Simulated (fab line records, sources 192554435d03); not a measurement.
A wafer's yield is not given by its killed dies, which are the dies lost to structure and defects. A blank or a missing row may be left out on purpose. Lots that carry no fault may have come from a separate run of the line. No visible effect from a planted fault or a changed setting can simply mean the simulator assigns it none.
A lot that was struck, set against a sound lot :: flow n5Finfet :: 19 out of 1938 route steps
Sound: the wafers L592.2, L592.3, L592.4. Struck: wafers L593.4, L593.5, L593.6. At the end, the cause is stated.
For every step that has rows: the tool of each side, followed by ch and its chambers, followed by its first start. Under that, the readings that differ: sound wafers :: struck wafers :: difference of the means :: sigmas: that difference in standard deviations of wafers without a fault.
alike: readings whose means differ by less than 2 such deviations, and words and numbers that are the same on both sides. not compared: withheld readings, readings that some wafer has no value for, bounds like >300 that may hide the same value, and numbers for which the record gives no deviation and whose values overlap.
The two part at a step that has a row with sigmas, a row that says differs or no value, or rows on one side only. Numbers that have no deviation but don't overlap get no sigmas and don't part them. A reading missing from all wafers of one side parts the sides only when that side holds two or more wafers.

first, 8 steps without rows for these wafers: N5_BEOL_M9_CMP_52 (polishes, stops on SiCOH lowk, t overpolish 7 s, target thk 140 nm); N5_BEOL_M9_PRE_CLEAN_55 (time 15 s); N5_BEOL_M9_DEP_56 (deposits SiCN from 3MS/NH3, target thk 15 nm, time 26.5 s); N5_BEOL_M10_ILD_DEP_00 (deposits SiCOH lowk from DEMS/porogen, target thk 308.51 nm, time 58 s); N5_BEOL_M10_CURE_71 (cures SiCOH lowk, time 240 s); N5_BEOL_M10_PECVD_70 (deposits SiO2 from TEOS/O2, target thk 20 nm, time 22.7 s); N5_BEOL_M10_HM_DEP_02 (deposits TiN, target thk 20 nm); N5_BEOL_M10_COAT_59 (time 60 s, resist thk 100 nm).
N5_BEOL_M10_COAT_60: time 60 s, resist thk 30 nm.
  sound on lithoTrack-05 ch 0, day 15 22:55; struck on lithoTrack-01 ch 0, day 16 20:19
reading: spinSpeedRpm (rpm)
sound: 1498.5 1501.9 1500.9
struck: 1372.8 1370.5 1371.0
difference: -129.0
sigmas: -99 or more

reading: model.SiARC_of_BEOL_M10_COAT_60.thkNm (nm)
sound: 30 30 30
struck: 31.4 31.4 31.4
difference: +1.4
sigmas: 
then, 7 steps without rows for these wafers: N5_BEOL_M10_COAT_05 (resist thk 90 nm); N5_BEOL_M10_EBR_07; N5_BEOL_M10_SOFTBAKE_06 (time 60 s); N5_BEOL_M10_EXPOSE_08 (exposes mask M10); N5_BEOL_M10_PEB_09 (peb time 60 s); N5_BEOL_M10_DEVELOP_10 (develop time 30 s); N5_BEOL_M10_DESCUM_16 (chemistry O2, time 7.9 s).
N5_BEOL_M10_ETCH_61: etches SiARC in CF4, target depth 39 nm, time 65 s.
  sound on rieDiel-03 ch 1,2, day 16 00:28; struck on rieDiel-05 ch 1,2,3, day 16 20:49
reading: model.etch.depthNm (nm)
sound: 30.04 30 29.94
struck: 31.47 31.48 31.44
difference: +1.47
sigmas: 

reading: model.CAR-ArF_of_BEOL_M10_COAT_05.thkNm (nm)
sound: 55.4 55.4 55.4
struck: 54 54.2 54
difference: -1
sigmas: 
  alike: cf4FlowSccm, drypumpMotorCurrentA, etchRfOnTimeS, oesProductAu, rfVppV, showerheadPlenumPTorr, throttleValvePct
  not compared: rfHoursCounterH
N5_BEOL_M10_ETCH_62: etches SOC in N2/H2, target depth 110 nm, overetch 22 nm, time 165 s.
  sound on rieDiel-03 ch 1,2, day 16 00:32; struck on rieDiel-05 ch 1,2,3, day 16 20:55
reading: model.SiARC_of_BEOL_M10_COAT_60.thkNm (nm)
sound: 23.2 23.6 23
struck: 24.6 24.4 25
difference: +1.4
sigmas: 
  alike: drypumpMotorCurrentA, oesProductAu, rfVppV, showerheadPlenumPTorr, throttleValvePct
  not compared: rfHoursCounterH
then, 1 step without rows for these wafers: N5_BEOL_M10_STRIP_68 (strips in N2/H2).

WHERE THEY PART
Only at N5_BEOL_M10_COAT_60, as far as this record shows. Later steps at which nothing parts them and some readings are alike: N5_BEOL_M10_ETCH_61, N5_BEOL_M10_ETCH_62.

WHY: whatever the simulator had introduced
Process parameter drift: lithoTrack-01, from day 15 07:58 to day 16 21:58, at N5_BEOL_M10_COAT_60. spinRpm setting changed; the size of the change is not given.
